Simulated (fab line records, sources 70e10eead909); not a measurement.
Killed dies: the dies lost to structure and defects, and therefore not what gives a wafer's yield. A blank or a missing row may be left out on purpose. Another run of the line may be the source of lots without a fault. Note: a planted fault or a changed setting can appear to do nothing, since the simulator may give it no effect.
Which tool did it?    flow nand harc    36 wafers from 12 lots sampled at 5 of the route's 1302 steps

WHAT THE GAUGES READ, wafer by wafer
NHARC_THIN_TSV_CD_MEAS_12: the cd target is 1000 nm.
lot   measured      on         cd nm (nm)
L137  day 23 23:56  cd sem-03  997.6 996.2 997.0
L136  day 24 07:46  cd sem-01  999.5 998.0 998.9
L135  day 24 06:41  cd sem-02  1000.9 1000.0 999.9
L138  day 25 01:07  cd sem-03  1000.7 997.5 1000.1
L139  day 25 02:25  cd sem-03  996.1 1000.1 998.9
L141  day 25 13:39  cd sem-01  1001.4 999.3 998.7
L140  day 25 14:58  cd sem-02  1003.4 999.6 1002.8
L145  day 27 10:37  cd sem-01  999.8 999.9 999.7
L143  day 27 11:51  cd sem-02  997.6 998.4 997.8
L144  day 27 12:53  cd sem-03  1001.9 1000.1 999.5
L151  day 30 21:01  cd sem-02  1000.3 1002.2 1000.5
L157  day 32 18:37  cd sem-01  998.5 997.7 999.6

NHARC_END_SORT_01.
lot   measured      on         defect limited yield (%)  killed at array  killed at other  killed at periphery  killed dies  killed open  killed short
L137  day 24 16:30  prober-02  95 96 97                  27 17 17         0 0 0            5 8 5                32 25 22     4 3 1        3 4 3
L136  day 25 00:15  prober-02  83 83 82                  112 116 117      0 0 3            3 1 2                115 117 122  4 2 5        1 1 2
L135  day 24 21:58  prober-01  94 94 93                  41 41 41         0 0 0            0 3 4                41 44 45     4 5 4        3 1 3
L138  day 25 19:35  prober-01  90 89 89                  59 72 75         1 0 0            5 3 2                65 75 77     4 4 4        0 1 4
L139  day 25 18:49  prober-02  96 97 96                  25 18 25         2 1 2            1 0 1                28 19 28     2 3 2        0 1 2
L141  day 26 06:03  prober-01  87 85 90                  83 93 58         1 2 2            6 7 7                90 102 67    2 2 4        5 9 3
L140  day 26 04:32  prober-02  93 93 93                  45 45 47         2 0 0            0 2 3                47 47 50     3 4 3        2 3 1
L145  day 28 01:38  prober-02  86 88 89                  89 73 69         4 4 4            4 2 2                97 79 75     6 2 1        3 2 5
L143  day 28 02:21  prober-01  94 95 96                  34 30 22         1 0 1            6 1 1                41 31 24     4 2 2        0 0 2
L144  day 28 09:23  prober-01  95 92 94                  31 45 32         2 2 0            2 9 7                35 56 39     0 4 1        0 1 0
L151  day 31 14:59  prober-01  90 0 0                    63 69 76         0 606 598        8 2 3                71 677 677   3 3 2        4 3 3
L157  day 33 14:23  prober-02  94 92 91                  41 47 55         1 4 2            1 3 1                43 54 58     2 4 1        2 2 4

WHAT TOOL EACH LOT RAN ON (gives the tool, then ch and the chambers of the sampled wafers, and finally the start)
lot   NHARC_A_BONDPAD_PVD_27                   NHARC_HYBRID_BOND_ACTIVATE_00       NHARC_THIN_TSV_ETCH_44
L137  pvd sputter-02, day 23 11:41 or earlier  rie diel-08 ch 0,3, day 23 11:41    rie diel-04 ch 0,2,3, day 24 00:17
L136  pvd sputter-02, day 23 17:28 or earlier  rie diel-03 ch 0,2,3, day 23 17:28  rie diel-12 ch 1,2,3, day 24 08:02
L135  pvd sputter-03, day 23 18:58 or earlier  rie diel-03 ch 0,1,3, day 23 18:58  rie diel-06 ch 0,1,2, day 24 06:56
L138  pvd sputter-01, day 24 12:08 or earlier  rie diel-03 ch 1,2, day 24 12:08    rie diel-06 ch 2,3, day 25 01:25
L139  pvd sputter-01, day 24 12:31 or earlier  rie diel-03 ch 0,3, day 24 12:31    rie diel-04 ch 2,3, day 25 02:40
L141  pvd sputter-02, day 24 23:28 or earlier  rie diel-03 ch 1,2,3, day 24 23:28  rie diel-06 ch 1,2,3, day 25 13:53
L140  pvd sputter-02, day 25 00:48 or earlier  rie diel-03 ch 0,2, day 25 00:48    rie diel-12 ch 0,1, day 25 15:16
L145  pvd sputter-02, day 26 19:06 or earlier  rie diel-03 ch 0,1, day 26 19:06    rie diel-04 ch 0,2,3, day 27 10:58
L143  pvd sputter-01, day 26 19:34 or earlier  rie diel-03 ch 0,1,2, day 26 19:34  rie diel-04 ch 0,1,2, day 27 12:06
L144  pvd sputter-01, day 26 23:53 or earlier  rie diel-03 ch 0,3, day 26 23:53    rie diel-04 ch 0,1,3, day 27 13:17
L151  pvd sputter-03, day 30 08:49 or earlier  rie diel-03 ch 0,1,2, day 30 08:49  rie diel-06 ch 0,2, day 30 21:17
L157  pvd sputter-01, day 32 04:43 or earlier  rie diel-08 ch 0,1,3, day 32 04:43  rie diel-04 ch 0,3, day 32 18:54
- NHARC_A_BONDPAD_PVD_27: deposits Cu, target thk 30 nm, time 20.49 s.
- NHARC_HYBRID_BOND_ACTIVATE_00: chemistry N2, time 60 s.
- NHARC_THIN_TSV_ETCH_44: etches the open film in CF4/O2, target depth 1594.2 nm, time 797.1 s.

AS READ BY THE TOOLS THEMSELVES (means over the sampled wafers that have a number; for cases with no such wafer, the mark the record gives instead)
NHARC_A_BONDPAD_PVD_27.
lot   tool            throttle valve pct (%)
L137  pvd sputter-02  30.6
L136  pvd sputter-02  30.5
L135  pvd sputter-03  29.3
L138  pvd sputter-01  29.5
L139  pvd sputter-01  28.8
L141  pvd sputter-02  30.4
L140  pvd sputter-02  30.4
L145  pvd sputter-02  30.2
L143  pvd sputter-01  29.0
L144  pvd sputter-01  29.2
L151  pvd sputter-03  28.7
L157  pvd sputter-01  28.9

NHARC_HYBRID_BOND_ACTIVATE_00.
lot   tool         drypump motor current A (A)  n2 flow sccm (sccm)  oes product au (a.u.)  rf vpp V (V)  showerhead plenum p Torr (Torr)
L137  rie diel-08  5.1                          200.6                1.011                  64.0          1.72
L136  rie diel-03  5.6                          200.5                1.008                  63.6          1.78
L135  rie diel-03  5.1                          200.1                0.998                  63.5          1.74
L138  rie diel-03  5.4                          200.6                1.008                  63.3          1.75
L139  rie diel-03  5.2                          199.9                1.002                  64.5          1.74
L141  rie diel-03  5.5                          199.8                1.002                  64.2          1.78
L140  rie diel-03  5.8                          200.4                0.996                  64.2          1.76
L145  rie diel-03  5.2                          199.5                1.005                  63.9          1.72
L143  rie diel-03  5.6                          199.7                1.003                  64.0          1.75
L144  rie diel-03  5.1                          199.9                1.001                  64.5          1.77
L151  rie diel-03  5.6                          199.8                1.005                  64.0          1.75
L157  rie diel-08  5.4                          201.0                1.009                  63.8          1.75

NHARC_THIN_TSV_ETCH_44.
lot   tool         chamber pressure mTorr (mTorr)  drypump motor current A (A)  oes product au (a.u.)  rf vpp V (V)  run length s (s)  showerhead plenum p Torr (Torr)  throttle valve pct (%)
L137  rie diel-04  30.024                          6.0                          1.001                  796           818.6             1.84                             16.920
L136  rie diel-12  30.000                          5.5                          1.001                  794           818.3             1.83                             16.915
L135  rie diel-06  30.016                          5.4                          0.993                  795           818.8             1.85                             16.915
L138  rie diel-06  30.033                          5.6                          0.996                  796           817.9             1.85                             16.914
L139  rie diel-04  30.012                          6.1                          0.980                  795           818.9             1.85                             16.914
L141  rie diel-06  30.021                          5.5                          1.002                  796           818.3             1.86                             16.919
L140  rie diel-12  30.010                          5.5                          1.001                  798           818.1             1.88                             16.915
L145  rie diel-04  30.030                          6.1                          0.993                  795           819.0             1.84                             16.915
L143  rie diel-04  30.033                          5.7                          1.008                  792           818.7             1.82                             16.909
L144  rie diel-04  29.994                          5.6                          0.998                  791           818.8             1.79                             16.926
L151  rie diel-06  30.000                          5.3                          1.001                  794           686.6             1.82                             16.914
L157  rie diel-04  30.008                          5.9                          1.000                  793           818.4             1.81                             16.916

THE ANSWER, worked out from the rows above alone
Rule: the usual values come from the lots themselves. Put in order of their means at a reading, lots are off if they are a third of the lots or fewer, leave a main group of 4 or more, and stand apart from it by a gap of 3 or more times the standard deviation of the main group's means; of several such gaps the widest counts. Not used: any main group whose means are identical at the precision the tables above print for the reading. Also off: a lot with no number at a reading for which 4 or more lots have one. The other lots that the step has rows for count as sound. Order of review: gauges by route order, followed by the tools' own readings, for which a lot's mean as printed above is used. At the first step where some lot is off, the reading lying furthest off is the one used; lots without a number count as furthest.
Off at NHARC_END_SORT_01 (killed at other): L151. The main group: mean 1.2, standard deviation 1.1.
A tool fits if, at a process step before that reading, it ran every lot that is off, and no sound lot after the first of them. Not tried: the gauges at NHARC_END_SORT_01; whatever is off there is also off at NHARC_THIN_TSV_ETCH_44, on other tools, and gauge error can't account for it. NHARC_A_BONDPAD_PVD_27 gives no start for some lots, so the hours and the order of its lots are those of NHARC_HYBRID_BOND_ACTIVATE_00. Can't be told from this: 3 tools fit, pvd sputter-03 at NHARC_A_BONDPAD_PVD_27, rie diel-03 at NHARC_HYBRID_BOND_ACTIVATE_00, rie diel-06 at NHARC_THIN_TSV_ETCH_44.

WHAT HAD BEEN PUT IN BY THE SIMULATOR
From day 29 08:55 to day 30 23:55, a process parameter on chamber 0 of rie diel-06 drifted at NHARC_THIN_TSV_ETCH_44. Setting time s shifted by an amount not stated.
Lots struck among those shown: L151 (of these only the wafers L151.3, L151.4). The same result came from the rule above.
